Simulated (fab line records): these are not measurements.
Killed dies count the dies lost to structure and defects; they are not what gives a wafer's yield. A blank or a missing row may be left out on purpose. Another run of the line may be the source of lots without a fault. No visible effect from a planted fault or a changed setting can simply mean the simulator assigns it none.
Which of the tools did it? + flow n5 finfet + Sampling: 12 lots, 36 wafers, 3 of 1938 route steps

## WHAT EACH GAUGE READ, for each wafer
N5_MIM_BOT_LITHO_INSPECT_12: inspects for defects (macro). Usual: raw defect count reads 1.8 (standard deviation 1.3).
| lot  | measured     | on                | raw defect count | flag |
|------|--------------|-------------------|------------------|------|
| L606 | day 11 10:40 | defect inspect-01 | 2 1 2            |      |
| L608 | day 11 23:58 | defect inspect-02 | 1 1 1            |      |
| L607 | day 12 00:17 | defect inspect-01 | 1 4 1            |      |
| L611 | day 12 08:16 | defect inspect-01 | 3 2 1            |      |
| L610 | day 12 14:46 | defect inspect-01 | 4 1 1            |      |
| L613 | day 13 03:25 | defect inspect-02 | 5 0 1            |      |
| L615 | day 14 09:55 | defect inspect-02 | 1 1 4            |      |
| L618 | day 14 11:13 | defect inspect-01 | 1 3 1            |      |
| L620 | day 15 08:30 | defect inspect-01 | 2 1 2            |      |
| L619 | day 15 08:58 | defect inspect-01 | 0 0 3            |      |
| L621 | day 15 19:40 | defect inspect-02 | 2 2 1            |      |
| L626 | day 16 16:07 | defect inspect-01 | 2 3 3            |      |

## EACH LOT AND THE TOOL THAT RAN IT (in order: tool; ch and the chambers of the sampled wafers; start)
| lot  | N5_BEOL_M15_CMP_49            | N5_MIM_TOP_ALD_01                           |
|------|-------------------------------|---------------------------------------------|
| L606 | cmp-02 ch 0,2,3, day 11 04:06 | ald hk-01 ch 0,1,3, day 11 10:40 or earlier |
| L608 | cmp-02 ch 0,1,2, day 11 16:11 | ald hk-02 ch 1,2,3, day 11 23:58 or earlier |
| L607 | cmp-03 ch 1,2,3, day 11 17:11 | ald hk-01 ch 0,2, day 12 00:17 or earlier   |
| L611 | cmp-01 ch 0,2, day 12 03:16   | ald hk-01 ch 0,2,3, day 12 08:16 or earlier |
| L610 | cmp-02 ch 0,2,3, day 12 07:29 | ald hk-03 ch 0,2,3, day 12 14:46 or earlier |
| L613 | cmp-01 ch 0,1,3, day 12 21:31 | ald hk-02 ch 0,2, day 13 03:25 or earlier   |
| L615 | cmp-01 ch 1,2,3, day 14 06:06 | ald hk-02 ch 0,1,3, day 14 09:55 or earlier |
| L618 | cmp-01 ch 1,2,3, day 14 06:52 | ald hk-03 ch 1,2, day 14 11:13 or earlier   |
| L620 | cmp-02 ch 0,1,2, day 15 03:58 | ald hk-03 ch 1,2,3, day 15 08:30 or earlier |
| L619 | cmp-02 ch 0,1,2, day 15 04:13 | ald hk-02 ch 0,1, day 15 08:58 or earlier   |
| L621 | cmp-01 ch 1,2, day 15 13:57   | ald hk-02 ch 2,3, day 15 19:40 or earlier   |
| L626 | cmp-02 ch 0,1,2, day 16 10:43 | ald hk-03 ch 1,2,3, day 16 16:07 or earlier |
- N5_BEOL_M15_CMP_49: polishes, stops on SiO2, t overpolish 4.9 s, target thk 850 nm.
- N5_MIM_TOP_ALD_01: deposits HfO2, target thk 5.6 nm, pulse time 1 s, purge time 3 s.

## AS READ BY THE TOOLS THEMSELVES (means over the sampled wafers that have a number; for cases with no such wafer, the mark the record gives instead)
N5_BEOL_M15_CMP_49. Usual: barrier field endpoint s 11.37 s, standard deviation 0.26; motor current A 8.3 A, standard deviation 0.73; overpolish run s 4.901 s, standard deviation 0.0084.
| lot  | tool   | barrier field endpoint s (s) | motor current A (A) | overpolish run s (s) | flag |
|------|--------|------------------------------|---------------------|----------------------|------|
| L606 | cmp-02 | 10.99                        | 8.2                 | 4.897                |      |
| L608 | cmp-02 | 10.94                        | 8.3                 | 4.906                |      |
| L607 | cmp-03 | 11.29                        | 7.8                 | 4.896                |      |
| L611 | cmp-01 | 11.68                        | 8.2                 | 4.902                |      |
| L610 | cmp-02 | 11.65                        | 8.2                 | 4.904                |      |
| L613 | cmp-01 | 11.77                        | 8.1                 | 4.895                |      |
| L615 | cmp-01 | 11.12                        | 8.7                 | 4.900                |      |
| L618 | cmp-01 | 11.22                        | 8.4                 | 4.890                |      |
| L620 | cmp-02 | 11.33                        | 8.1                 | 4.899                |      |
| L619 | cmp-02 | 11.78                        | 7.9                 | 4.901                |      |
| L621 | cmp-01 | 11.31                        | 8.5                 | 4.902                |      |
| L626 | cmp-02 | 11.46                        | 8.0                 | 4.897                |      |

N5_MIM_TOP_ALD_01. Usual: precursor pulse height rel reads 1.000 (standard deviation 0.02).
| lot  | tool      | precursor pulse height rel | flag |
|------|-----------|----------------------------|------|
| L606 | ald hk-01 | 0.993                      |      |
| L608 | ald hk-02 | 0.982                      |      |
| L607 | ald hk-01 | 1.017                      |      |
| L611 | ald hk-01 | 1.010                      |      |
| L610 | ald hk-03 | 1.001                      |      |
| L613 | ald hk-02 | 1.005                      |      |
| L615 | ald hk-02 | 0.983                      |      |
| L618 | ald hk-03 | 1.016                      |      |
| L620 | ald hk-03 | 0.992                      |      |
| L619 | ald hk-02 | 0.991                      |      |
| L621 | ald hk-02 | 0.984                      |      |
| L626 | ald hk-03 | 1.006                      |      |

## THE ANSWER, worked out from the rows above alone
Rule: lot off if the mean of its wafers having a number is beyond 3 standard deviations from the usual mean. Also off: a lot with no number at a reading for which 4 or more lots have one. Any other lot the step has rows for is counted as sound. Order of review: gauges by route order, followed by the tools' own readings, for which a lot's mean as printed above is used. At the first step where some lot is off, the reading lying furthest off is the one used; lots without a number count as furthest.
Across all readings shown, no lot is off: no conclusion can be drawn from this.

## WHAT THE SIMULATOR HAD PUT IN
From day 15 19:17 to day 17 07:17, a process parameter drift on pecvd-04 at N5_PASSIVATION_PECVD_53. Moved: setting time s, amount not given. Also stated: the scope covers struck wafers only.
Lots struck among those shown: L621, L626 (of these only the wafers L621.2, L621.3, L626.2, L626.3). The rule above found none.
